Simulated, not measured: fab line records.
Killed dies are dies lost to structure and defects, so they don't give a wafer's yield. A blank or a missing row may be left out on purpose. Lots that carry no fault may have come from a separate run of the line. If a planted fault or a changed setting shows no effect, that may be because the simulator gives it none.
fab line records	flow n5-finfet	part 2 of 2: steps 18 to 24 of 24
[record] lots = 5	wafers = 15	last-day = 18
route steps=1938 shown HKMG_FIN@431
lots untouched by any fault: they come from a run of this same line in which no faults occurred
start-h: the number of hours between the record's first day and the start of the first shown wafer of the lot	wait-h: time in hours since the lot's previous step	" the same as in the row above	L1.1+2: a single row standing in for several wafers	- no value, or no start was given	* or withheld: withheld	< > ~ a bound
route shown NAME@n: a module of which the file shows steps, and the number in the route of the first	usual: mean and standard deviation over wafers with no fault	same: alike in all rows	chamber/n: place in a boat	sites: readings site by site	_std_site: how widely they spread, as a standard deviation	_edge_site: outer sites' mean less inner sites'	radius-mm: for every site, how far away it sits from the centre of the wafer	mask NAME#n: copy n	behind: the last tool/chamber to shape the wafer	hold: why the lot went on hold/how many hours it stayed there/how the hold came to an end	device: names the non-switching transistor (n, p or np)	end of line: the route-end tests of the same wafers	a step without rows: its recipe alone	killed: dies lost to structure and defects at the first sort, not the wafer's yield	map: shows each die of a wafer: x if killed, . if not, _ if none is there
set.NAME: the run value of the setting; set.NAME@STEP: its run value at that earlier step	model.NAME: the simulator's own value behind a step, which no gauge read
lots at some steps of the route; a table a step, a row a wafer
services: the hour from which a tool's chamber was out of use, counted from the record's first day as start-h (under 0 if before that day), plus the number of hours and why
[[steps]]
[step N5_HKMG_FIN_NWFM_ALD_20]
[recipe] material = TiAlC	target-thk-a = 20	temp-c = 300	ald-precursor-family = TiCl4	ald-co-reactant = TEA	pulse-time-s = 3	purge-time-s = 2	co-reactant-purge-time-s = 2	co-reactant-pulse-time-s = 10	ald-cycles = 7	pressure-torr = 3
[usual] heater-power-outer-w = 280/30	heater-power-w = 496/47	precursor-pulse-height-rel = 0.999/0.021
lot.wafer	tool	chamber	start-h	wait-h	heater-power-outer-w	heater-power-w	precursor-pulse-height-rel
L075.1	ald-metal-03	1	83.32	0.3	229	422	0.982
L075.3	"	3	"	"	313	560	0.971
L075.6	"	1	"	"	219	418	1.011
L081.4	ald-metal-03	2	124.00	0.1	291	503	0.960
L081.5	"	0	"	"	285	490	1.022
L081.6	"	1	"	"	231	429	1.001
L085.1	ald-metal-01	3	146.89	0.3	287	526	0.993
L085.4	"	2	"	"	323	569	0.958
L085.5	"	3	"	"	293	528	1.006
L095.2	ald-metal-03	1	203.78	0.3	230	431	0.965
L095.5	"	0	"	"	280	499	1.011
L095.6	"	3	"	"	313	560	1.019
L097.2	ald-metal-03	2	214.74	0.3	291	488	0.996
L097.3	"	0	"	"	278	508	1.000
L097.6	"	3	"	"	308	553	0.984
[step N5_HKMG_FIN_ALD_71]
[recipe] material = TiN	target-thk-a = 10	temp-c = 400	ald-precursor-family = TiCl4	ald-co-reactant = NH3	pulse-time-s = 1	purge-time-s = 3	co-reactant-purge-time-s = 2	co-reactant-pulse-time-s = 2	ald-cycles = 47	pressure-torr = 3
[usual] heater-power-outer-w = 553/60	heater-power-w = 886/84	precursor-pulse-height-rel = 0.998/0.019
lot.wafer	tool	chamber	start-h	wait-h	heater-power-outer-w	heater-power-w	precursor-pulse-height-rel
L075.1	ald-metal-03	1	83.42	0.0	439	751	0.987
L075.3	"	3	"	"	614	1029	1.012
L075.6	"	1	"	"	450	759	1.001
L081.4	ald-metal-03	2	124.10	0.0	581	874	1.026
L081.5	"	0	"	"	553	906	0.988
L081.6	"	1	"	"	443	776	1.016
L085.1	ald-metal-01	3	146.99	0.0	554	919	1.007
L085.4	"	2	"	"	647	972	1.013
L085.5	"	3	"	"	574	954	1.011
L095.2	ald-metal-03	1	203.88	0.0	436	765	0.983
L095.5	"	0	"	"	560	910	1.033
L095.6	"	3	"	"	609	990	0.987
L097.2	ald-metal-03	2	214.84	0.0	576	890	0.977
L097.3	"	0	"	"	562	914	1.008
L097.6	"	3	"	"	628	990	0.987
[step N5_HKMG_FIN_COAT_66]
[recipe] resist = SOC	temp-c = 250	time-s = 60	spin-rpm = 1500	resist-thk-nm = 300
lot.wafer	tool	chamber	start-h	wait-h
L075.1+3+6	litho-track-04	0	83.70	0.2
L081.4+5+6	litho-track-05	0	124.39	0.2
L085.1+4+5	litho-track-04	0	147.26	0.2
L095.2+5+6	litho-track-04	0	204.16	0.2
L097.2+3+6	litho-track-04	0	215.12	0.2
[step N5_HKMG_FIN_ETCH_67]
[recipe] chemistry = N2/H2	target = SOC	target-depth-a = 3889	stop-on = TiN	ion-energy-ev = 100	bias-w = 61	pressure-mtorr = 30	source-w = 850	n2-flow-sccm = 200	h2-flow-sccm = 200
[usual] drypump-motor-current-A = 5.6/0.44	oes-product-au = 0.75/0.056	rf-vpp-V = 241.2/1.2	showerhead-plenum-p-Torr = 2.58/0.071	throttle-valve-pct = 17.70/0.19
lot.wafer	tool	chamber	start-h	wait-h	drypump-motor-current-A	oes-product-au	rf-hours-counter-h	rf-vpp-V	showerhead-plenum-p-Torr	throttle-valve-pct
L075.1	rie-diel-04	3	83.80	-	5.9	0.74	173	242.6	2.63	17.69
L075.3	"	1	"	"	6.0	0.91	10	241.2	2.61	17.83
L075.6	"	0	"	"	6.1	0.77	-	241.1	2.54	17.99
L081.4	rie-diel-03	3	124.44	-	5.9	0.68	231	243.0	2.62	17.88
L081.5	"	3	"	"	5.9	0.68	-	241.4	2.62	17.86
L081.6	"	0	"	"	5.3	0.80	-	242.8	2.67	17.43
L085.1	rie-diel-03	0	147.33	-	5.3	0.80	94	242.3	2.66	17.45
L085.4	"	3	"	"	5.9	0.66	240	241.6	2.61	17.86
L085.5	"	1	"	"	5.4	0.75	-	241.2	2.56	17.62
L095.2	rie-diel-04	3	204.22	-	5.9	0.71	215	241.3	2.61	17.76
L095.5	"	2	"	"	6.1	0.69	-	242.3	2.50	17.64
L095.6	"	3	"	"	5.9	0.71	-	240.3	2.61	17.75
L097.2	rie-diel-01	0	215.30	-	5.8	0.73	175	241.3	2.53	17.71
L097.3	"	1	"	"	5.1	0.68	253	243.0	2.62	17.91
L097.6	"	0	"	"	5.8	0.74	-	240.1	2.53	17.71
[step N5_HKMG_FIN_STRIP_90]
[recipe] chemistry = N2/H2	material = SOC	time-s = 20	power-w = 500	temp-c = 40	pressure-mtorr = 50	rf-frequency-hz = 6e+07	bias-power-w = 8	h2-frac = 0.5	n2-flow-sccm = 300	h2-flow-sccm = 300
[usual] drypump-motor-current-A = 5.6/0.44	oes-product-au = 0.77/0.06	rf-vpp-V = 54.3/0.85	showerhead-plenum-p-Torr = 3.40/0.091	throttle-valve-pct = 18.84/0.28
lot.wafer	tool	chamber	start-h	wait-h	drypump-motor-current-A	oes-product-au	rf-hours-counter-h	rf-vpp-V	showerhead-plenum-p-Torr	throttle-valve-pct
L075.1	rie-diel-04	3	83.86	0.0	5.9	0.75	174	56.0	3.47	18.83
L075.3	"	1	"	"	6.0	0.91	10	55.5	3.44	18.82
L075.6	"	0	"	"	6.1	0.78	-	54.4	3.36	19.25
L081.4	rie-diel-03	3	124.50	0.0	5.9	0.69	231	55.0	3.45	19.21
L081.5	"	3	"	"	5.9	0.68	-	54.7	3.45	19.22
L081.6	"	0	"	"	5.3	0.83	-	53.4	3.52	18.38
L085.1	rie-diel-03	0	147.39	0.0	5.4	0.82	95	54.6	3.51	18.42
L085.4	"	3	"	"	5.9	0.68	240	54.3	3.45	19.22
L085.5	"	1	"	"	5.4	0.76	-	53.6	3.38	18.75
L095.2	rie-diel-04	3	204.28	0.0	5.9	0.72	215	53.1	3.44	18.92
L095.5	"	2	"	"	6.1	0.69	-	53.4	3.30	18.62
L095.6	"	3	"	"	5.9	0.72	-	53.2	3.44	18.90
L097.2	rie-diel-01	0	215.36	0.0	5.9	0.75	175	54.1	3.34	18.90
L097.3	"	1	"	"	5.1	0.69	253	55.1	3.45	19.00
L097.6	"	0	"	"	5.9	0.74	-	52.5	3.34	18.89
[step N5_HKMG_FIN_WET_ETCH_73]
[recipe] chemistry = SC1	mix = 1:2:40	temp-c = 50	time-s = 42.3	target-depth-nm = 1.3	dry = ipa-marangoni	rinse-time-s = 30	rinse-temp-c = 23
lot.wafer	tool	chamber	start-h	wait-h
L075.1+3+6	wet-bench-06	7,2,4	83.96	0.1
L081.4+5+6	wet-bench-03	1,3,5	124.60	0.1
L085.1+4+5	wet-bench-06	0,4,5	147.49	0.1
L095.2+5+6	wet-bench-06	3,6,2	204.42	0.1
L097.2+3+6	wet-bench-03	4,3,0	215.46	0.1
[step N5_HKMG_FIN_ETCHBACK_68]
[recipe] chemistry = Cl2/Ar	stop-on = HfO2	target-depth-a = 5	pressure-mtorr = 10	icp-w = 600	bias-w = 60	Cl2_flow_sccm = 40	Ar_flow_sccm = 60
[usual] drypump-motor-current-A = 5.7/0.44	oes-product-au = 0.84/0.13	throttle-valve-pct = 20.84/0.27
lot.wafer	tool	chamber	start-h	wait-h	drypump-motor-current-A	oes-product-au	rf-hours-counter-h	throttle-valve-pct
L075.1	rie-metal-02	1	84.02	0.0	6.2	0.58	145	21.37
L075.3	"	1	"	"	6.2	0.58	-	21.38
L075.6	"	1	"	"	6.2	0.58	-	21.37
L081.4	rie-metal-03	0	124.78	0.1	5.4	0.94	-	20.45
L081.5	"	0	"	"	5.4	0.93	-	20.48
L081.6	"	0	"	"	5.5	0.94	-	20.46
L085.1	rie-metal-03	0	147.55	0.0	5.4	0.91	5	20.46
L085.4	"	0	"	"	5.4	0.91	-	20.47
L085.5	"	1	"	"	4.9	0.97	-	20.74
L095.2	rie-metal-01	0	204.48	0.0	5.3	0.92	5	20.91
L095.5	"	0	"	"	5.3	0.92	-	20.90
L095.6	"	1	"	"	6.0	0.76	-	20.78
L097.2	rie-metal-03	0	215.52	0.0	5.4	0.86	12	20.50
L097.3	"	1	"	"	4.9	0.83	-	20.80
L097.6	"	1	"	"	4.9	0.89	-	20.73
[[services]]
tool	chamber	start-h	hours	kind
rie-metal-03	0	75.98	-	clean
rie-metal-03	0	75.98	18.3	scheduled-down
rie-diel-01	0	112.49	8.4	repair
ald-metal-04	-	114.09	0.6	repair
ald-metal-04	-	132.97	2.8	pm
litho-track-04	-	139.11	-	consumable-replace:filter
plasma-asher-01	-	145.89	2.8	pm
litho-track-03	-	147.44	-	consumable-replace:filter
rie-diel-03	-	150.21	4.3	pm
rie-diel-04	1	161.52	5.3	repair
litho-track-04	-	168.14	-	consumable-replace:filter
rie-diel-03	3	180.27	-	clean
rie-diel-03	3	180.27	-	consumable-replace:focus-ring
rie-diel-03	3	180.27	28.1	scheduled-down
rie-diel-03	3	180.27	28.1	vent-cycle
wet-bench-06	-	183.07	1.5	repair
rie-metal-03	-	186.42	2.8	pm
rie-metal-01	-	189.92	0.2	repair
rie-diel-01	3	191.98	14.3	repair
rie-diel-04	2	210.28	-	clean
rie-diel-04	2	210.28	-	consumable-replace:focus-ring
rie-diel-04	2	210.28	22.0	scheduled-down
rie-diel-04	2	210.28	22.0	vent-cycle
rie-diel-03	-	211.67	1.7	repair
